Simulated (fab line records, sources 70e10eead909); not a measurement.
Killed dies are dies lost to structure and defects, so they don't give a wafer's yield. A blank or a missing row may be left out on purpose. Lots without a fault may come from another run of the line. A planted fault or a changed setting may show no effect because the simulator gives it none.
fab line records | flow nand_harc
record lots=7 wafers=21 last_day=33
route steps=1302 shown A_BLC@1132 A_M0@1137 END@1302
lots that met no fault: from a run of the same line without faults
start_h: hours from the record's first day to the start of the lot's first wafer shown | wait_h: hours since the lot's step before | " the same as in the row above | L1.1+2: a row that stands for several wafers | - no value, or no start given | * or withheld: withheld | < > ~ a bound
route shown NAME@n: a module of which the file shows steps, and the number in the route of the first | usual: mean/standard deviation of fault-free wafers | same: alike in all rows | chamber/n: place in a boat | sites: the reading at each site | _std_site: their standard deviation | _edge_site: outer sites' mean less inner sites' | radius_mm: how far each site lies from the wafer's centre | mask NAME#n: copy n | behind: the tool/chamber that last shaped the wafer | hold: why the lot was held/for how many hours/how that ended | device: the transistor (n, p or np) that didn't switch | end of line: the same wafers' tests at the end of the route | a step without rows: its recipe alone | killed: dies lost to structure and defects at the first sort, not the wafer's yield | map: a wafer's dies, x killed, . not, _ none there
set.NAME: the setting as run; set.NAME@STEP: as run at that earlier step | model.NAME: the simulator's own value behind a step, which no gauge read
lots at some steps of the route; a table a step, a row a wafer
services: from which hour (start_h, from the record's first day; less than 0 if before it) a tool's chamber was out of use, for how many hours, and why
## steps
# step NHARC_A_BLC_CVD_24
# recipe target_thk_a=1500 temp_c=300 pressure_torr=40 wf6_flow_sccm=40 h2_flow_sccm=1600 ar_flow_sccm=1560 time_s=434 material=W
# usual heater_power_w=423/31 throttle_valve_pct=7.84/0.23
# columns lot.wafer tool chamber start_h wait_h heater_power_w throttle_valve_pct
L804.1 cvd_w-02 1 - - 398 7.71
L804.2 " 0 " " 450 7.80
L804.3 " 1 " " 396 7.34
L810.2 cvd_w-02 0 - - 441 7.79
L810.4 " 1 " " 379 7.24
L810.6 " 0 " " 452 7.98
L815.2 cvd_w-01 0 - - 437 7.75
L815.3 " 1 " " 431 8.22
L815.6 " 0 " " 434 8.02
L817.1 cvd_w-01 0 - - 445 8.06
L817.3 " 0 " " 446 7.88
L817.5 " 1 " " 432 8.01
L818.1 cvd_w-02 0 - - 456 8.10
L818.4 " 1 " " 371 7.69
L818.6 " 0 " " 460 8.06
L820.1 cvd_w-02 1 - - 378 7.72
L820.4 " 0 " " 464 7.89
L820.6 " 1 " " 375 7.70
L821.1 cvd_w-02 1 - - 381 7.69
L821.4 " 1 " " 378 7.66
L821.6 " 1 " " 382 7.51
# step NHARC_A_BLC_CMP_25
# recipe t_overpolish_s=30 target_thk_nm=150
# usual motor_current_A=12.1/0.92 overpolish_run_s=29.998/0.0088 retaining_ring_pressure_frac=0.999/0.0048 time_to_endpoint_s=30/3.6
# columns lot.wafer tool chamber start_h wait_h motor_current_A overpolish_run_s retaining_ring_pressure_frac time_to_endpoint_s
L804.1 cmp-04 3 572.48 0.5 12.4 29.989 0.996 29
L804.2 " 0 " " 13.4 30.006 0.990 37
L804.3 " 1 " " 10.9 29.995 1.008 30
L810.2 cmp-02 3 644.55 0.5 13.1 30.006 0.998 26
L810.4 " 1 " " 12.8 29.998 1.001 28
L810.6 " 2 " " 12.3 29.984 1.004 30
L815.2 cmp-03 0 695.44 0.5 11.4 30.001 0.999 38
L815.3 " 1 " " 11.6 29.998 0.998 31
L815.6 " 0 " " 11.6 29.998 1.001 35
L817.3 cmp-02 3 708.46 0.3 12.0 30.004 1.010 24
L817.1 " 0 " " 11.0 29.994 1.009 31
L817.5 " 3 " " 12.5 29.994 1.001 25
L818.1 cmp-04 0 721.52 0.4 13.7 29.997 0.994 34
L818.4 " 3 " " 13.3 29.988 1.004 28
L818.6 " 0 " " 13.5 30.004 1.002 37
L820.1 cmp-03 1 738.50 0.5 12.2 29.999 1.002 32
L820.4 " 2 " " 11.5 29.996 1.005 28
L820.6 " 1 " " 12.0 29.992 0.994 30
L821.4 cmp-03 1 757.39 0.3 12.3 29.981 1.008 28
L821.1 " 0 " " 11.7 29.997 1.000 35
L821.6 " 1 " " 12.6 30.012 1.006 30
# step NHARC_A_BLC_SRD_27
# step NHARC_A_BLC_INSPECT_28
# usual raw_defect_count=529/110
# columns lot.wafer tool chamber start_h wait_h raw_defect_count
L804.1 defect_inspect-01 - 572.85 0.1 692
L804.2 " - " " 444
L804.3 " - " " 526
L810.2 defect_inspect-01 - 644.94 0.1 386
L810.4 " - " " 586
L810.6 " - " " 582
L815.2 defect_inspect-01 - 695.82 0.1 454
L815.3 " - " " 539
L815.6 " - " " 568
L817.1 defect_inspect-01 - 708.84 0.1 425
L817.3 " - " " 477
L817.5 " - " " 418
L818.1 defect_inspect-01 - 721.92 0.1 522
L818.4 " - " " 451
L818.6 " - " " 519
L820.1 defect_inspect-01 - 738.92 0.1 499
L820.4 " - " " 539
L820.6 " - " " 894
L821.1 defect_inspect-01 - 757.80 0.1 806
L821.4 " - " " 504
L821.6 " - " " 580
# step NHARC_A_M0_DEP_00
# recipe target_thk_a=1500 target_thk_nm=150 temp_c=withheld pressure_torr=5 flow_sccm=200 rf_w=600 material=SiOC
# step NHARC_A_M0_DEHYDRATE_01
# recipe temp_c=150 time_s=120
# step NHARC_A_M0_HMDS_02
# recipe time_s=30
# step NHARC_A_M0_COAT_33
# recipe temp_c=200 time_s=65
# step NHARC_A_M0_COAT_03
# recipe spin_rpm=1500 resist_thk_nm=90
# step NHARC_A_M0_SOFTBAKE_04
# recipe temp_c=105 time_s=55
# step NHARC_A_M0_EBR_05
# step NHARC_A_M0_EXPOSE_06
# recipe na=1.35 target_cd_nm=80 dose_mj=83.25 mask_id=A_M0
# columns lot.wafer tool chamber start_h wait_h mask model.A_M0.overlay_x_nm
L804.1+2+3 arfi_scanner-03 0 573.61 - A_M0#0 0.9463
L810.2+4+6 arfi_scanner-02 0 645.58 - A_M0#0 0.4052
L815.2+3+6 arfi_scanner-03 0 696.59 - A_M0#0 14.22
L817.1+3+5 arfi_scanner-03 0 709.60 - A_M0#0 14.51
L818.1+4+6 arfi_scanner-03 0 722.76 - A_M0#0 14.66
L820.1+4+6 arfi_scanner-01 0 739.68 - A_M0#0 0.7196
L821.1+4+6 arfi_scanner-02 0 758.56 - A_M0#0 1.05
# step NHARC_A_M0_PEB_07
# recipe peb_temp_c=100 peb_time_s=65
# step NHARC_A_M0_DEVELOP_08
# recipe develop_time_s=35 dev_temp_c=23
# step NHARC_A_M0_CD_MEAS_09
# recipe target_cd_nm=80 landing_energy_ev=500
# usual cd_nm=80.1/0.81
# same landing_energy_ev=500
# columns lot.wafer tool chamber start_h wait_h cd_nm
L804.1 cd_sem-03 0 573.75 - 80.2
L804.2 " 0 " " 80.9
L804.3 " 0 " " 81.2
L810.2 cd_sem-01 0 645.71 - 79.2
L810.4 " 0 " " 80.1
L810.6 " 0 " " 80.0
L815.2 cd_sem-03 0 696.73 - 80.4
L815.3 " 0 " " 80.2
L815.6 " 0 " " 81.5
L817.1 cd_sem-02 0 709.74 - 80.5
L817.3 " 0 " " 81.3
L817.5 " 0 " " 80.6
L818.1 cd_sem-03 0 722.90 - 80.6
L818.4 " 0 " " 80.7
L818.6 " 0 " " 80.8
L820.1 cd_sem-03 0 739.82 - 80.3
L820.4 " 0 " " 79.0
L820.6 " 0 " " 79.5
L821.1 cd_sem-02 0 758.70 - 80.9
L821.4 " 0 " " 82.1
L821.6 " 0 " " 79.7
# step NHARC_A_M0_OVL_MEAS_10
# recipe pitch_nm=160
# usual overlay_x_nm=0.1/0.84 overlay_y_nm=0.1/0.85
# columns lot.wafer tool chamber start_h wait_h overlay_x_nm overlay_y_nm
L804.1 overlay-01 - 573.84 - 1.1 -0.7
L804.2 " - " " 0.9 -0.3
L804.3 " - " " 0.9 -0.7
L810.2 overlay-01 - 645.80 - 0.2 0.2
L810.4 " - " " 0.7 -0.1
L810.6 " - " " 0.6 0.3
L815.2 overlay-02 - 696.82 - 15.1 -0.5
L815.3 " - " " 14.3 -0.8
L815.6 " - " " 13.5 -0.8
L817.1 overlay-02 - 709.82 - 14.4 1.2
L817.3 " - " " 14.3 1.2
L817.5 " - " " 14.4 1.3
L818.1 overlay-01 - 722.98 - 14.3 0.8
L818.4 " - " " 14.2 1.6
L818.6 " - " " 15.1 0.9
L820.1 overlay-02 - 739.91 - 1.0 0.3
L820.4 " - " " 0.9 0.3
L820.6 " - " " 0.9 0.5
L821.1 overlay-02 - 758.79 - 1.1 1.4
L821.4 " - " " 0.7 2.0
L821.6 " - " " 1.5 2.0
# step NHARC_A_M0_INSPECT_11
# usual raw_defect_count=89/37
# columns lot.wafer tool chamber start_h wait_h raw_defect_count
L804.1 defect_inspect-01 - 573.88 0.0 78
L804.2 " - " " 59
L804.3 " - " " 59
L810.2 defect_inspect-01 - 645.84 0.0 72
L810.4 " - " " 70
L810.6 " - " " 81
L815.2 defect_inspect-02 - 696.85 0.0 86
L815.3 " - " " 96
L815.6 " - " " 87
L817.1 defect_inspect-01 - 709.86 0.0 110
L817.3 " - " " 130
L817.5 " - " " 115
L818.1 defect_inspect-01 - 723.02 0.0 87
L818.4 " - " " 78
L818.6 " - " " 91
L820.1 defect_inspect-02 - 739.94 0.0 86
L820.4 " - " " 69
L820.6 " - " " 94
L821.1 defect_inspect-01 - 758.82 0.0 82
L821.4 " - " " 78
L821.6 " - " " 61
# step NHARC_END_SORT_01
# recipe temp_c=25
# usual defect_limited_yield=90/3.1 killed_at_array=59/20 killed_at_other=0.8/1.1 killed_at_periphery=5/3.1 killed_dies=64/21 killed_open=3.4/1.9 killed_short=2.3/1.7
# same gross_dies=677
# columns lot.wafer tool chamber start_h wait_h defect_limited_yield[%] killed_at_array killed_at_other killed_at_periphery killed_dies killed_open killed_short
L804.1 prober-02 0 609.84 2.5 92 49 1 2 52 7 1
L804.2 prober-02 0 610.64 2.8 93 44 1 1 46 5 3
L804.3 prober-02 0 611.44 3.1 93 44 0 3 47 2 1
L810.2 prober-02 0 690.35 2.8 91 57 1 4 62 3 5
L810.4 prober-02 0 691.94 3.4 92 53 1 2 56 1 3
L810.6 prober-02 0 693.54 4.0 94 41 0 2 43 3 0
# killed by level:class
L804.1 A_CHANNEL_HOLE_D2:chamber_film_flake=30 A_SLIT:chamber_film_flake=5 A_CONTACT:chamber_film_flake=4 A_CHANNEL_HOLE_D1:chamber_film_flake=3 P_CONTACT:geometric_particle:open=1 A_CHANNEL_FILL_D2:geometric_particle:open=1 A_STAIRCASE:geometric_particle:open=1 A_SGD_CUT:geometric_particle:open=1
L804.2 A_CHANNEL_HOLE_D2:chamber_film_flake=24 A_CONTACT:chamber_film_flake=6 A_M0:geometric_particle:open=2 A_ZERO_WELL:chamber_film_flake=2 A_CHANNEL_HOLE_D1:chamber_film_flake=2 A_SLIT:chamber_film_flake=2 A_ONON_D1:geometric_particle:short=1 A_ONON_D1:geometric_particle:open=1
L804.3 A_CHANNEL_HOLE_D2:chamber_film_flake=33 A_SLIT:chamber_film_flake=4 A_CONTACT:chamber_film_flake=2 P_M1:geometric_particle:open=1 A_CHANNEL_FILL_D1:geometric_particle:short=1 A_CHANNEL_FILL_D1:geometric_particle:open=1 P_STI:chamber_film_flake=1 P_GATE:chamber_film_flake=1
L810.2 A_SLIT:chamber_film_flake=33 A_WL_FILL:chamber_film_flake=5 A_CHANNEL_HOLE_D1:chamber_film_flake=4 A_M1:chamber_film_flake=4 A_CHANNEL_FILL_D1:geometric_particle:short=2 A_STAIRCASE:chamber_film_flake=2 P_M1:geometric_particle:open=1 A_ONON_D1:geometric_particle:short=1
L810.4 A_SLIT:chamber_film_flake=28 A_CHANNEL_HOLE_D1:chamber_film_flake=6 A_WL_FILL:chamber_film_flake=6 A_CONTACT:chamber_film_flake=3 A_DECK1_JOINT:geometric_particle:short=2 A_STAIRCASE:chamber_film_flake=2 A_M1:chamber_film_flake=2 A_CHANNEL_FILL_D1:geometric_particle:short=1
L810.6 A_SLIT:chamber_film_flake=25 A_CHANNEL_HOLE_D1:chamber_film_flake=5 A_WL_FILL:chamber_film_flake=3 A_CONTACT:chamber_film_flake=3 A_WL_FILL:geometric_particle:open=2 P_GATE:geometric_particle:open=1 P_ZERO_WELL:chamber_film_flake=1 A_CHANNEL_FILL_D1:chamber_film_flake=1
## services
# columns tool chamber start_h hours kind
cmp-03 - 554.08 4.0 pm
cmp-04 - 556.49 1.2 repair
cmp-02 - 573.74 2.4 repair
cmp-02 - 585.33 2.5 repair
arfi_scanner-03 - 592.25 1.1 repair
cvd_w-01 1 598.34 3.2 repair
cmp-04 - 601.62 4.0 pm
cmp-03 - 609.71 3.0 repair
cvd_w-01 0 617.45 10.2 repair
cmp-04 - 617.58 3.8 repair
cmp-02 - 628.33 4.0 pm
cvd_w-02 - 631.00 13.0 pm
cmp-04 - 639.33 1.4 repair
cmp-02 - 642.16 2.1 repair
cmp-03 - 650.79 1.1 repair
cmp-03 - 652.08 4.0 pm
cmp-03 - 662.08 5.3 repair
cmp-03 - 674.46 2.6 repair
cvd_w-02 0 692.28 4.1 repair
cmp-03 - 705.55 4.1 repair
arfi_scanner-03 - 712.01 4.0 pm
cmp-03 - 716.68 0.4 repair
cvd_w-02 - 744.06 0.9 repair
cmp-03 - 750.08 4.0 pm
## key
first_sign step=NHARC_A_M0_OVL_MEAS_10 reading=overlay_x_nm direction=up sigmas=17 usual=0.1 struck=14.4
effect none on later readings
model_effect step=NHARC_A_M0_EXPOSE_06 value=A_M0.overlay_x_nm without=-0.0703 struck=14.46
met_at NHARC_A_M0_EXPOSE_06
struck_wafers L815.2,L815.3,L815.6,L817.1,L817.3,L817.5,L818.1,L818.4,L818.6
rows_end L815.2,L815.3,L815.6
onset_between 573.61 696.59
fault kind=scanner_matching_overlay tool=arfi_scanner-03 chamber=- onset_h=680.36 steps=NHARC_A_M0_EXPOSE_06 offset=14.533
# rows_end: these wafers met a further fault down the route, and their rows from its step on are left out
